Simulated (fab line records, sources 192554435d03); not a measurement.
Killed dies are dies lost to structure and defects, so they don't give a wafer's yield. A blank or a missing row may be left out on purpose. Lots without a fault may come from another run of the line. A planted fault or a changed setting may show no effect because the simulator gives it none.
Which tool did it? | flow n5_finfet | 10 lots, 28 wafers sampled, at 6 steps of a route of 1938

WHAT THE GAUGES READ, wafer by wafer
N5_BEOL_M4_RC_MEAS_101. Usual: DIBL_N 36.2 mV/V, standard deviation 2; DIBL_P 36.1 mV/V, standard deviation 2.4; IOFF_N 0.16 nA/um, standard deviation 0.035; IOFF_P 0.22 nA/um, standard deviation 0.041; ION_N 675 uA/um, standard deviation 14; ION_P 465 uA/um, standard deviation 8.6; SS_N 71.5 mV/dec, standard deviation 0.64; SS_P 73.2 mV/dec, standard deviation 0.76; VT_N 250 mV, standard deviation 3.9; VT_P -249 mV, standard deviation 3.4.
lot  | measured     | on        | DIBL_N (mV/V)  | DIBL_P (mV/V)  | IOFF_N (nA/um) | IOFF_P (nA/um) | ION_N (uA/um) | ION_P (uA/um) | SS_N (mV/dec)  | SS_P (mV/dec)  | VT_N (mV)   | VT_P (mV)      | flag
L728 | day 9 04:04  | prober-02 | 36.6 35.0 37.3 | 35.9 33.7 37.3 | 0.18 0.14 0.20 | 0.23 0.18 0.25 | 688 659 688   | 476 447 469   | 71.7 71.1 71.7 | 73.7 72.8 74.3 | 245 251 241 | -248 -252 -246 |
L733 | day 9 21:13  | prober-01 | 35.8 39.0 36.4 | 36.1 40.3 37.6 | 0.17 0.22 0.18 | 0.22 0.29 0.25 | 674 679 686   | 459 463 467   | 72.0 72.3 70.7 | 72.8 73.5 74.2 | 245 248 248 | -247 -244 -245 |
L734 | day 10 09:11 | prober-02 | 38.0 36.3 37.2 | 38.3 37.4 37.9 | 0.20 0.17 0.18 | 0.25 0.24 0.25 | 684 675 673   | 474 469 469   | 70.9 70.7 71.1 | 73.9 74.4 73.4 | 243 247 245 | -247 -249 -247 |
L732 | day 10 09:42 | prober-01 | 38.1 35.5 39.5 | 38.1 34.8 39.4 | 0.19 0.14 0.23 | 0.27 0.23 0.31 | 684 669 694   | 475 472 474   | 71.7 71.5 72.5 | 73.3 72.6 74.0 | 246 253 246 | -244 -249 -245 |
L736 | day 11 05:33 | prober-01 | 38.2 35.1 32.3 | 39.7 34.7 31.9 | 0.21 0.14 0.10 | 0.33 0.23 0.18 | 696 664 664   | 486 467 468   | 71.9 71.1 70.6 | 73.6 73.7 70.9 | 245 249 255 | -240 -247 -249 |
L737 | day 11 16:47 | prober-02 | 34.5 37.8 36.8 | 37.1 40.2 39.5 | 0.17 0.21 0.19 | 0.26 0.30 0.29 | 700 692 701   | 483 479 482   | 71.5 72.4 71.1 | 73.2 73.9 73.4 | 245 248 248 | -246 -243 -244 |
L741 | day 12 00:33 | prober-01 | 36.6 33.0      | 37.2 31.7      | 0.16 0.10      | 0.23 0.16      | 677 653       | 472 453       | 71.4 71.0      | 72.4 71.6      | 249 255     | -246 -251      |
L740 | day 12 00:40 | prober-02 | 37.6 33.6      | 37.2 33.2      | 0.17 0.12      | 0.23 0.18      | 680 682       | 462 476       | 72.6 70.6      | 73.5 71.9      | 250 253     | -247 -250      |
L746 | day 13 07:56 | prober-02 | 35.1 39.0 39.5 | 34.5 38.9 40.1 | 0.12 0.17 0.18 | 0.15 0.20 0.21 | 673 664 679   | 450 453 456   | 70.5 72.7 72.6 | 73.3 74.4 73.8 | 255 254 256 | -255 -252 -253 |
L747 | day 13 10:43 | prober-01 | 36.4 37.7 38.0 | 34.9 37.5 37.4 | 0.14 0.19 0.18 | 0.19 0.22 0.24 | 669 682 678   | 456 464 461   | 71.8 71.5 72.2 | 72.9 74.7 74.3 | 253 247 250 | -251 -251 -246 |

N5_BEOL_M7_CD_MEAS_35: target cd 40 nm. Usual: cd_nm 39.7 nm, standard deviation 0.86.
lot  | measured     | on        | cd_nm (nm)     | flag
L728 | day 10 09:31 | cd_sem-03 | 40.8 39.3 41.0 |
L733 | day 11 03:48 | cd_sem-01 | 40.5 39.9 40.2 |
L734 | day 11 11:19 | cd_sem-01 | 40.6 41.1 41.1 |
L732 | day 11 10:55 | cd_sem-03 | 40.1 40.8 38.6 |
L736 | day 12 09:09 | cd_sem-01 | 39.0 39.2 39.9 |
L737 | day 12 21:39 | cd_sem-02 | 40.2 39.0 40.3 |
L741 | day 13 05:26 | cd_sem-01 | 38.2 38.9      |
L740 | day 13 05:05 | cd_sem-02 | 39.0 38.6      |
L746 | day 14 07:39 | cd_sem-03 | 40.0 41.3 40.2 |
L747 | day 14 14:51 | cd_sem-02 | 40.8 40.7 39.6 |

N5_BEOL_M8_THK_MEAS_01. Usual: M8_ILD_THK 155.3 nm, standard deviation 2.
lot  | measured     | on            | M8_ILD_THK (nm)   | flag
L728 | day 10 13:15 | film_metro-02 | 152.6 158.1 158.8 |
L733 | day 11 07:41 | film_metro-01 | 157.4 156.1 158.3 |
L734 | day 11 15:12 | film_metro-02 | 151.1 153.2 236.0 | OFF
L732 | day 11 14:13 | film_metro-02 | 156.3 156.5 154.9 |
L736 | day 12 14:32 | film_metro-02 | 156.4 236.1 159.5 | OFF
L737 | day 13 00:26 | film_metro-02 | 150.6 155.5 154.1 |
L741 | day 13 08:38 | film_metro-01 | 151.1 155.7       |
L740 | day 13 07:52 | film_metro-02 | 156.3 155.7       |
L746 | day 14 12:34 | film_metro-01 | 151.8 154.5 156.4 |
L747 | day 14 18:14 | film_metro-01 | 156.4 153.7 159.8 |

WHICH TOOL RAN EACH LOT (tool, then ch and the chambers of the sampled wafers, then the start)
lot  | N5_BEOL_M7_ETCH_41                            | N5_BEOL_M7_ANNEAL_51             | N5_BEOL_M8_ILD_DEP_00
L728 | rie_diel-06 ch 0,1,3, day 10 09:31 or earlier | rtp_anneal-01 ch 0, day 10 11:52 | pecvd-04 ch 0,1,2, day 10 12:41
L733 | rie_diel-05 ch 0,1,3, day 11 03:48 or earlier | rtp_anneal-01 ch 0, day 11 06:10 | pecvd-04 ch 0,1,2, day 11 06:58
L734 | rie_diel-05 ch 0,1,3, day 11 11:19 or earlier | rtp_anneal-02 ch 0, day 11 13:50 | pecvd-04 ch 1,2, day 11 14:37
L732 | rie_diel-02 ch 0,1, day 11 10:55 or earlier   | rtp_anneal-01 ch 0, day 11 12:50 | pecvd-04 ch 0,1,2, day 11 13:38
L736 | rie_diel-05 ch 1,3, day 12 09:09 or earlier   | rtp_anneal-02 ch 0, day 12 13:15 | pecvd-04 ch 0,1, day 12 13:57
L737 | rie_diel-06 ch 0,1, day 12 21:39 or earlier   | rtp_anneal-01 ch 0, day 12 23:10 | pecvd-01 ch 1,2, day 12 23:51
L741 | rie_diel-02 ch 3, day 13 05:26 or earlier     | rtp_anneal-01 ch 0, day 13 07:17 | pecvd-01 ch 1, day 13 08:03
L740 | rie_diel-05 ch 1, day 13 05:05 or earlier     | rtp_anneal-02 ch 0, day 13 06:38 | pecvd-03 ch 0,1, day 13 07:19
L746 | rie_diel-05 ch 0,2,3, day 14 07:39 or earlier | rtp_anneal-01 ch 0, day 14 10:43 | pecvd-03 ch 0,1, day 14 11:31
L747 | rie_diel-02 ch 2,3, day 14 14:51 or earlier   | rtp_anneal-02 ch 0, day 14 16:26 | pecvd-01 ch 0,1, day 14 17:10
- N5_BEOL_M7_ETCH_41: etches SiCN in CH3F/O2, target depth 31.9 nm, time 57.8 s.
- N5_BEOL_M7_ANNEAL_51: time 90 s.
- N5_BEOL_M8_ILD_DEP_00: deposits SiCOH lowk from DEMS/porogen, target thk 179.75 nm, time 33.4 s.

WHAT THE TOOLS THEMSELVES READ (means of the sampled wafers that have a number; where no wafer has one, the mark that the record gives instead)
N5_BEOL_M7_ETCH_41. Usual: bias_w 75.05 W, standard deviation 0.22; drypump_motor_current_A 5.9 A, standard deviation 0.35; oes_product_au 0.77 a.u., standard deviation 0.071; rf_vpp_V 296.6 V, standard deviation 1.8; showerhead_plenum_p_Torr 1.96 Torr, standard deviation 0.085; throttle_valve_pct 16.3 %, standard deviation 0.31.
lot  | tool        | bias_w (W) | drypump_motor_current_A (A) | oes_product_au (a.u.) | rf_vpp_V (V) | showerhead_plenum_p_Torr (Torr) | throttle_valve_pct (%) | flag
L728 | rie_diel-06 | 75.00      | 6.2                         | 0.83                  | 297.8        | 1.96                            | 16.2                   |
L733 | rie_diel-05 | 74.85      | 5.7                         | 0.78                  | 296.5        | 1.98                            | 16.5                   |
L734 | rie_diel-05 | 75.15      | 5.6                         | 0.77                  | 297.2        | 1.98                            | 16.5                   |
L732 | rie_diel-02 | 75.06      | 5.8                         | 0.71                  | 296.6        | 1.91                            | 16.3                   |
L736 | rie_diel-05 | 75.04      | 5.8                         | 0.73                  | 296.9        | 2.03                            | 16.8                   |
L737 | rie_diel-06 | 74.96      | 6.1                         | 0.78                  | 298.0        | 1.97                            | 16.4                   |
L741 | rie_diel-02 | 74.90      | 6.2                         | 0.81                  | 295.4        | 1.94                            | 16.2                   |
L740 | rie_diel-05 | 75.07      | 5.5                         | 0.69                  | 296.1        | 1.90                            | 16.9                   |
L746 | rie_diel-05 | 75.12      | 5.8                         | 0.76                  | 296.5        | 1.95                            | 16.3                   |
L747 | rie_diel-02 | 74.96      | 6.0                         | 0.80                  | 297.0        | 1.99                            | 16.3                   |

N5_BEOL_M7_ANNEAL_51. Usual: wafer_temp_C_max 226.41, standard deviation 0.29.
lot  | tool          | wafer_temp_C_max | flag
L728 | rtp_anneal-01 | 226.37           |
L733 | rtp_anneal-01 | 226.31           |
L734 | rtp_anneal-02 | 226.67           |
L732 | rtp_anneal-01 | 226.41           |
L736 | rtp_anneal-02 | 226.85           |
L737 | rtp_anneal-01 | 226.52           |
L741 | rtp_anneal-01 | 226.66           |
L740 | rtp_anneal-02 | 226.50           |
L746 | rtp_anneal-01 | 226.57           |
L747 | rtp_anneal-02 | 226.40           |

N5_BEOL_M8_ILD_DEP_00. Usual: heater_power_w 292 W, standard deviation 47; showerhead_plenum_p_Torr 5.736 Torr, standard deviation 0.02; susceptor_temp_C 300.01 C, standard deviation 0.19; throttle_valve_pct 13.8 %, standard deviation 0.83.
lot  | tool     | heater_power_w (W) | showerhead_plenum_p_Torr (Torr) | susceptor_temp_C (C) | throttle_valve_pct (%) | flag
L728 | pecvd-04 | 268                | 5.735                           | 300.00               | 14.2                   |
L733 | pecvd-04 | 295                | 5.729                           | 299.91               | 14.3                   |
L734 | pecvd-04 | 280                | 5.744                           | 299.96               | 13.7                   |
L732 | pecvd-04 | 285                | 5.743                           | 299.92               | 14.5                   |
L736 | pecvd-04 | 311                | 5.745                           | 300.12               | 15.0                   |
L737 | pecvd-01 | 349                | 5.723                           | 300.05               | 13.7                   |
L741 | pecvd-01 | 330                | 5.712                           | 299.96               | 14.1                   |
L740 | pecvd-03 | 273                | 5.748                           | 299.89               | 13.1                   |
L746 | pecvd-03 | 263                | 5.757                           | 299.93               | 12.8                   |
L747 | pecvd-01 | 264                | 5.728                           | 300.06               | 13.9                   |

THE ANSWER, worked out from the rows above alone
Rule: a lot is off if the mean of its wafers that have a number lies more than 3 standard deviations from the usual mean. A lot without any number at a reading at which 4 lots or more have one is off too. The other lots that the step has rows for count as sound. The gauges are gone through in route order, then the tools' own readings, and for those a lot's mean is taken as printed above. The first step at which some lot is off is used, and at that step the reading that is off furthest; a lot without a number counts as furthest.
Off: L734, L736, at N5_BEOL_M8_THK_MEAS_01 (M8_ILD_THK).
A tool fits if, at a process step before that reading, it ran every lot that is off, and no sound lot after the first of them. The gauges at N5_BEOL_M8_THK_MEAS_01 are tried like those tools. N5_BEOL_M7_ETCH_41 gives no start for some lots, so the hours and the order of its lots are those of N5_BEOL_M7_CD_MEAS_35. One fits: pecvd-04 at N5_BEOL_M8_ILD_DEP_00. Its last sound lot is L732 (day 11 13:38), its first lot that is off L734 (day 11 14:37): a fault that began between those two fits.

WHAT THE SIMULATOR HAD PUT IN
Process parameter drift: pecvd-04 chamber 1, from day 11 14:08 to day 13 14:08, at N5_BEOL_M8_ILD_DEP_00. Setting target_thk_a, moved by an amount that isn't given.
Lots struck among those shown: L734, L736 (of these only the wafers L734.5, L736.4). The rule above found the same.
